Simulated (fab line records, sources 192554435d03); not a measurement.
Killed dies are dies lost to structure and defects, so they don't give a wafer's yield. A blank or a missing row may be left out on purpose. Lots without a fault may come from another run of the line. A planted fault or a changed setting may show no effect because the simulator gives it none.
Which tool did it? | flow n5_finfet | 12 lots, 33 wafers sampled, at 2 steps of a route of 1938

WHAT THE GAUGES READ, wafer by wafer
N5_SDB_CD_MEAS_11: target cd 50 nm. Usual: cd_nm 50.2 nm, standard deviation 1.5.
lot  | measured    | on        | cd_nm (nm)     | flag
L901 | day 4 07:01 | cd_sem-03 | 50.0 49.6 50.2 |
L902 | day 4 13:19 | cd_sem-01 | 50.9 49.9 50.0 |
L904 | day 4 18:05 | cd_sem-02 | 48.1 48.8 51.5 |
L903 | day 4 22:16 | cd_sem-02 | 53.0 53.2      |
L906 | day 5 07:06 | cd_sem-01 | 52.0 50.8      |
L912 | day 7 02:44 | cd_sem-01 | 49.3 49.1 49.4 |
L913 | day 7 05:44 | cd_sem-01 | 48.5 50.5 49.7 |
L915 | day 7 17:02 | cd_sem-01 | 52.8 50.0 52.8 |
L916 | day 7 20:22 | cd_sem-02 | 49.2 49.7 49.9 |
L921 | day 8 23:49 | cd_sem-03 | 52.4 51.6 51.6 |
L922 | day 9 10:07 | cd_sem-03 | 48.4 51.7      |
L923 | day 9 15:29 | cd_sem-01 | 50.2 50.5 52.2 |

WHICH TOOL RAN EACH LOT (tool, then ch and the chambers of the sampled wafers, then the start)
lot  | N5_ILD0_CMP_07
L901 | cmp-01 ch 1,2,3, day 4 03:01
L902 | cmp-04 ch 1,3, day 4 09:22
L904 | cmp-04 ch 1,2, day 4 14:02
L903 | cmp-03 ch 0,2, day 4 17:31
L906 | cmp-03 ch 2,3, day 5 03:07
L912 | cmp-04 ch 0,1, day 6 22:37
L913 | cmp-01 ch 0,3, day 7 01:43
L915 | cmp-01 ch 0,2,3, day 7 13:05
L916 | cmp-04 ch 0,1, day 7 16:22
L921 | cmp-01 ch 0,1,3, day 8 19:49
L922 | cmp-01 ch 1,2, day 9 06:08
L923 | cmp-03 ch 0,2, day 9 11:30
- N5_ILD0_CMP_07: polishes SiO2 flowable, stops on poly-Si, t overpolish 1.18 s, target thk 138.88 nm.

WHAT THE TOOLS THEMSELVES READ (means of the sampled wafers that have a number; where no wafer has one, the mark that the record gives instead)
N5_ILD0_CMP_07. Usual: motor_current_A 12.5 A, standard deviation 0.92; platen_rpm 51.80 rpm, standard deviation 0.034.
lot  | tool   | motor_current_A (A) | platen_rpm (rpm) | flag
L901 | cmp-01 | 12.7                | 51.81            |
L902 | cmp-04 | 12.3                | 51.85            |
L904 | cmp-04 | 12.7                | 51.77            |
L903 | cmp-03 | 12.6                | 51.81            |
L906 | cmp-03 | 11.8                | 51.83            |
L912 | cmp-04 | 12.4                | 51.75            |
L913 | cmp-01 | 12.1                | 51.85            |
L915 | cmp-01 | 12.3                | 51.80            |
L916 | cmp-04 | 12.3                | 51.80            |
L921 | cmp-01 | 12.3                | 51.79            |
L922 | cmp-01 | 13.1                | 51.84            |
L923 | cmp-03 | 12.3                | 51.79            |

THE ANSWER, worked out from the rows above alone
Rule: a lot is off if the mean of its wafers that have a number lies more than 3 standard deviations from the usual mean. A lot without any number at a reading at which 4 lots or more have one is off too. The other lots that the step has rows for count as sound. The gauges are gone through in route order, then the tools' own readings, and for those a lot's mean is taken as printed above. The first step at which some lot is off is used, and at that step the reading that is off furthest; a lot without a number counts as furthest.
No lot is off at any reading shown: from this, nothing can be told.

WHAT THE SIMULATOR HAD PUT IN
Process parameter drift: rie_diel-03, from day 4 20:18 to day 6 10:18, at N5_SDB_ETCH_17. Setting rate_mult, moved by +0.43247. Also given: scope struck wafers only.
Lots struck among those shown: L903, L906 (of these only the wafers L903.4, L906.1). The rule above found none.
